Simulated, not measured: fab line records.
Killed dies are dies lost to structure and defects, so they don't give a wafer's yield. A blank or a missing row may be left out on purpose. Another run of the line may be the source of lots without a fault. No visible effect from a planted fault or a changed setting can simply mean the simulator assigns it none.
What tool caused it? -- flow n5_finfet -- 15 lots, 44 wafers sampled, at 5 steps of a route of 1938

== WHAT THE GAUGES READ, wafer by wafer ==
N5_BEOL_M4_RC_MEAS_101.
lot,measured,on,DIBL_N (mV/V),DIBL_P (mV/V),IOFF_N (nA/um),IOFF_P (nA/um),ION_N (uA/um),ION_P (uA/um),SS_N (mV/dec),SS_P (mV/dec),VT_N (mV),VT_P (mV)
L578,day 7 21:47,prober-01,38.3 39.7 36.7,40.6 42.2 38.1,0.22 0.25 0.18,0.29 0.33 0.24,691 681 675,471 473 467,71.8 73.0 72.2,74.1 74.5 73.4,247 243 250,-247 -244 -248
L579,day 8 13:19,prober-02,35.8 36.7 36.7,38.3 38.5 39.2,0.15 0.16 0.16,0.19 0.20 0.21,669 675 667,455 463 458,71.9 71.5 71.4,74.0 73.6 74.5,251 249 250,-256 -255 -254
L583,day 9 07:04,prober-01,36.9 34.3 35.0,36.3 33.5 33.1,0.17 0.14 0.13,0.20 0.17 0.16,665 684 660,451 461 446,71.1 70.8 71.4,73.1 73.1 72.3,251 250 253,-252 -257 -257
L585,day 10 02:21,prober-01,40.5 37.7 36.3,41.6 37.0 35.5,0.24 0.17 0.14,0.30 0.21 0.19,687 668 661,473 462 454,72.5 71.4 71.3,74.3 73.4 72.9,245 249 251,-245 -250 -251
L587,day 10 06:06,prober-01,38.8 40.4 39.5,40.5 43.5 43.2,0.21 0.25 0.25,0.24 0.30 0.30,681 695 703,464 458 476,71.4 72.5 71.6,74.4 75.2 75.5,245 245 241,-252 -245 -247
L588,day 10 09:36,prober-02,38.0 37.7 37.2,39.0 38.5 37.2,0.20 0.17 0.16,0.30 0.29 0.25,690 669 673,487 474 471,71.6 71.6 71.3,73.9 74.0 72.9,245 251 251,-242 -245 -245
L589,day 11 02:36,prober-01,38.1 36.4,37.6 37.6,0.16 0.15,0.21 0.22,661 681,458 473,71.7 71.1,73.0 73.7,249 250,-251 -247
L590,day 11 16:25,prober-01,36.9 37.1 37.4,36.1 36.9 37.8,0.15 0.15 0.17,0.25 0.26 0.28,664 666 686,464 464 474,70.8 71.7 71.7,72.6 73.8 72.7,251 252 249,-243 -248 -243
L598,day 13 16:40,prober-02,37.1 34.8 32.6,37.2 35.2 31.7,0.18 0.14 0.10,0.22 0.18 0.15,677 677 650,461 458 449,71.6 70.7 69.9,74.7 72.4 72.3,246 252 257,-251 -254 -259
L599,day 13 20:19,prober-01,34.2 39.0 36.4,36.0 41.1 37.0,0.12 0.20 0.14,0.19 0.27 0.21,669 677 667,467 465 464,71.6 72.0 71.3,72.4 73.9 73.9,256 246 254,-254 -248 -248
L600,day 13 19:45,prober-02,38.6 39.3 37.7,39.3 39.4 38.0,0.18 0.18 0.14,0.24 0.23 0.21,673 669 661,459 459 453,71.7 72.6 72.0,73.9 74.4 73.8,252 251 255,-252 -253 -255
L601,day 13 23:04,prober-02,36.1 38.0 37.1,35.9 37.9 36.7,0.13 0.15 0.14,0.19 0.22 0.20,649 676 662,447 464 456,71.3 71.4 70.7,72.5 73.6 73.4,254 252 252,-250 -249 -253

== EACH LOT AND THE TOOL THAT RAN IT (in order: tool; ch and the chambers of the sampled wafers; start) ==
lot,N5_HKMG_FIN_STRIP_88,N5_HKMG_FIN_ETCH_67,N5_HKMG_FIN_STRIP_90,N5_HKMG_FIN_ALD_72
L578,"plasma_asher-02 ch 0,1, day 4 04:11","rie_diel-02 ch 0,1,3, day 4 05:01","rie_diel-02 ch 0,1,3, day 4 05:04","cvd_w-01 ch 0, day 4 06:07"
L579,"plasma_asher-01 ch 0,1, day 4 14:17","rie_diel-06 ch 2,3, day 4 15:06","rie_diel-06 ch 2,3, day 4 15:10","cvd_w-01 ch 0,1, day 4 16:12"
L583,"plasma_asher-01 ch 0,1, day 5 10:55","rie_diel-06 ch 1,2, day 5 11:47","rie_diel-06 ch 1,2, day 5 11:50","cvd_w-01 ch 0,1, day 5 12:53"
L585,"plasma_asher-02 ch 0,1, day 6 01:28","rie_diel-01 ch 0,1,3, day 6 02:18","rie_diel-01 ch 0,1,3, day 6 02:22","cvd_w-02 ch 0, day 6 03:35"
L587,"plasma_asher-02 ch 0,1, day 6 10:37","rie_diel-01 ch 0,1, day 6 11:28","rie_diel-01 ch 0,1, day 6 11:32","cvd_w-02 ch 0, day 6 12:41"
L588,"plasma_asher-01 ch 0, day 6 18:38","rie_diel-06 ch 1,2,3, day 6 19:28","rie_diel-06 ch 1,2,3, day 6 19:32","cvd_w-02 ch 0,1, day 6 20:35"
L589,"plasma_asher-02 ch 0,1, day 7 01:13","rie_diel-02 ch 0,2, day 7 01:59","rie_diel-02 ch 0,2, day 7 02:02","cvd_w-02 ch 1, day 7 03:14"
L590,"plasma_asher-01 ch 0,1, day 7 10:16","rie_diel-02 ch 1,3, day 7 11:05","rie_diel-02 ch 1,3, day 7 11:09","cvd_w-01 ch 0,1, day 7 12:11"
L595,"plasma_asher-02 ch 0,1, day 8 10:49","rie_diel-06 ch 0,3, day 8 11:39","rie_diel-06 ch 0,3, day 8 11:43","cvd_w-02 ch 0,1, day 8 12:46"
L596,"plasma_asher-02 ch 0, day 8 14:35","rie_diel-06 ch 0,1, day 8 15:26","rie_diel-06 ch 0,1, day 8 15:30","cvd_w-01 ch 0,1, day 8 16:34"
L597,"plasma_asher-02 ch 0,1, day 9 01:05","rie_diel-06 ch 1,2,3, day 9 01:58","rie_diel-06 ch 1,2,3, day 9 02:01","cvd_w-02 ch 0,1, day 9 03:05"
L598,"plasma_asher-01 ch 0,1, day 9 03:40","rie_diel-02 ch 0,1,3, day 9 04:29","rie_diel-02 ch 0,1,3, day 9 04:33","cvd_w-02 ch 0,1, day 9 05:36"
L599,"plasma_asher-02 ch 0,1, day 9 16:11","rie_diel-02 ch 2,3, day 9 16:53","rie_diel-02 ch 2,3, day 9 16:57","cvd_w-01 ch 0,1, day 9 18:01"
L600,"plasma_asher-02 ch 0,1, day 9 18:59","rie_diel-02 ch 0,2,3, day 9 19:41","rie_diel-02 ch 0,2,3, day 9 19:45","cvd_w-02 ch 0,1, day 9 20:49"
L601,"plasma_asher-01 ch 0,1, day 10 03:37","rie_diel-01 ch 0,3, day 10 04:32","rie_diel-01 ch 0,3, day 10 04:36","cvd_w-01 ch 0,1, day 10 05:40"
- N5_HKMG_FIN_STRIP_88: strips in N2/H2, time 360 s.
- N5_HKMG_FIN_ETCH_67: etches SOC in N2/H2, stops on TiN, target depth 388.9 nm.
- N5_HKMG_FIN_STRIP_90: strips SOC in N2/H2, time 20 s.
- N5_HKMG_FIN_ALD_72: deposits W, target thk 2 nm, pulse time 1 s, purge time 2 s.

== AS READ BY THE TOOLS THEMSELVES (means over the sampled wafers that have a number; for cases with no such wafer, the mark the record gives instead) ==
N5_HKMG_FIN_STRIP_88.
lot,tool,drypump_motor_current_A (A),heater_power_w (W),n2_flow_sccm (sccm)
L578,plasma_asher-02,5.6,545,1748
L579,plasma_asher-01,5.7,465,1749
L583,plasma_asher-01,5.3,473,1756
L585,plasma_asher-02,5.6,543,1749
L587,plasma_asher-02,5.8,504,1745
L588,plasma_asher-01,6.0,455,1746
L589,plasma_asher-02,5.7,532,1756
L590,plasma_asher-01,5.3,474,1755
L595,plasma_asher-02,5.8,498,1748
L596,plasma_asher-02,6.0,464,1751
L597,plasma_asher-02,5.6,547,1755
L598,plasma_asher-01,5.6,469,1747
L599,plasma_asher-02,5.6,544,1751
L600,plasma_asher-02,5.6,542,1750
L601,plasma_asher-01,5.3,472,1747

N5_HKMG_FIN_ETCH_67.
lot,tool,bias_w (W),chamber_pressure_mTorr (mTorr),drypump_motor_current_A (A),n2_flow_sccm (sccm),oes_product_au (a.u.),rf_vpp_V (V),showerhead_plenum_p_Torr (Torr),throttle_valve_pct (%)
L578,rie_diel-02,61.00,30.015,5.7,200.3,0.79,241.8,2.61,17.74
L579,rie_diel-06,61.02,29.974,5.5,199.6,0.80,240.5,2.52,17.96
L583,rie_diel-06,60.73,30.018,6.2,200.0,0.75,241.2,2.57,18.09
L585,rie_diel-01,61.11,29.995,5.8,199.6,0.83,241.0,2.64,17.86
L587,rie_diel-01,60.87,29.989,6.0,200.6,0.76,241.1,2.58,17.96
L588,rie_diel-06,60.93,29.958,5.9,199.8,0.85,241.0,2.54,17.91
L589,rie_diel-02,60.84,29.995,6.1,200.4,0.87,241.9,2.58,17.45
L590,rie_diel-02,61.11,30.017,5.5,200.0,0.77,241.8,2.60,17.77
L595,rie_diel-06,-,-,-,-,-,-,-,-
L596,rie_diel-06,-,-,-,-,-,-,-,-
L597,rie_diel-06,-,-,-,-,-,-,-,-
L598,rie_diel-02,60.86,30.005,5.7,199.7,0.80,240.9,2.59,17.68
L599,rie_diel-02,60.88,30.001,6.0,199.5,0.86,241.6,2.59,17.40
L600,rie_diel-02,60.90,30.003,5.9,200.4,0.85,241.1,2.58,17.49
L601,rie_diel-01,61.03,29.986,5.6,199.5,0.84,241.8,2.68,17.82

N5_HKMG_FIN_STRIP_90.
lot,tool,drypump_motor_current_A (A),n2_flow_sccm (sccm),oes_product_au (a.u.),rf_vpp_V (V),showerhead_plenum_p_Torr (Torr),throttle_valve_pct (%)
L578,rie_diel-02,5.7,300.3,0.79,53.7,3.44,19.0
L579,rie_diel-06,5.5,299.8,0.80,54.2,3.33,19.3
L583,rie_diel-06,6.3,300.2,0.76,54.7,3.39,19.3
L585,rie_diel-01,5.8,299.2,0.84,54.8,3.48,19.2
L587,rie_diel-01,6.1,300.2,0.76,53.8,3.40,19.3
L588,rie_diel-06,5.9,300.2,0.85,54.6,3.35,19.2
L589,rie_diel-02,6.1,300.5,0.88,54.5,3.41,18.5
L590,rie_diel-02,5.5,300.2,0.79,54.3,3.44,18.9
L595,rie_diel-06,5.6,300.7,0.75,54.7,3.31,19.5
L596,rie_diel-06,6.3,300.2,0.90,53.7,3.33,19.5
L597,rie_diel-06,5.9,300.4,0.81,54.1,3.34,19.3
L598,rie_diel-02,5.7,300.3,0.81,55.7,3.42,18.9
L599,rie_diel-02,6.0,299.9,0.86,54.8,3.41,18.5
L600,rie_diel-02,5.9,299.8,0.85,55.0,3.41,18.7
L601,rie_diel-01,5.6,299.9,0.86,54.8,3.54,19.1

N5_HKMG_FIN_ALD_72.
lot,tool,heater_power_w (W),precursor_pulse_height_rel,susceptor_temp_C (C)
L578,cvd_w-01,514,0.978,299.99
L579,cvd_w-01,461,1.010,300.10
L583,cvd_w-01,484,1.022,299.97
L585,cvd_w-02,441,1.015,299.92
L587,cvd_w-02,441,0.995,299.97
L588,cvd_w-02,463,1.009,300.07
L589,cvd_w-02,515,1.002,300.15
L590,cvd_w-01,485,0.997,299.94
L595,cvd_w-02,485,0.989,300.04
L596,cvd_w-01,490,0.996,300.08
L597,cvd_w-02,488,0.997,299.76
L598,cvd_w-02,473,0.979,300.07
L599,cvd_w-01,491,0.989,300.00
L600,cvd_w-02,473,0.979,299.86
L601,cvd_w-01,485,1.008,299.71

== THE ANSWER, worked out from the rows above alone ==
Rule: the lots themselves supply what counts as usual. The widest of any qualifying gaps counts: lots, ordered by their means at a reading, are off when they make up no more than a third of the lots, leave a main group of 4 or more, and stand apart from it by 3 or more times the standard deviation of that group's means. The tables above print the reading to a certain number of digits; a main group whose means all agree to those digits is not used. Also off: a lot with no number at a reading for which 4 or more lots have one. Where the step has rows for the other lots, those lots are counted as sound. After the gauges, taken in route order, come the tools' own readings; for these a lot's mean is taken, as printed above. At the first step where some lot is off, the reading lying furthest off is the one used; lots without a number count as furthest.
Off: L595, L596, L597 (N5_HKMG_FIN_ETCH_67, bias_w). Without a number there: L595, L596, L597. The main group has a mean of 60.94 W with a standard deviation of 0.11.
If a tool, at that step or one of the process steps before it, ran each lot that is off and ran no sound lot following the first of them, it fits. One candidate fits, namely rie_diel-06 at N5_HKMG_FIN_ETCH_67. Its last sound lot is L588 (day 6 19:28), its first lot that is off L595 (day 8 11:39): a fault that began between those two fits.
Blank at N5_HKMG_FIN_ETCH_67 on the lots that are off, where sound lots have numbers: bias_w, chamber_pressure_mTorr, drypump_motor_current_A, n2_flow_sccm, oes_product_au, rf_vpp_V, showerhead_plenum_p_Torr, throttle_valve_pct.

== WHAT WAS PUT IN BY THE SIMULATOR ==
At N5_HKMG_FIN_ETCH_67, the step was skipped entirely on rie_diel-06 from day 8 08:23 on. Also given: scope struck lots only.
Lots struck among those shown: L595, L596, L597. Same finding as the rule above.
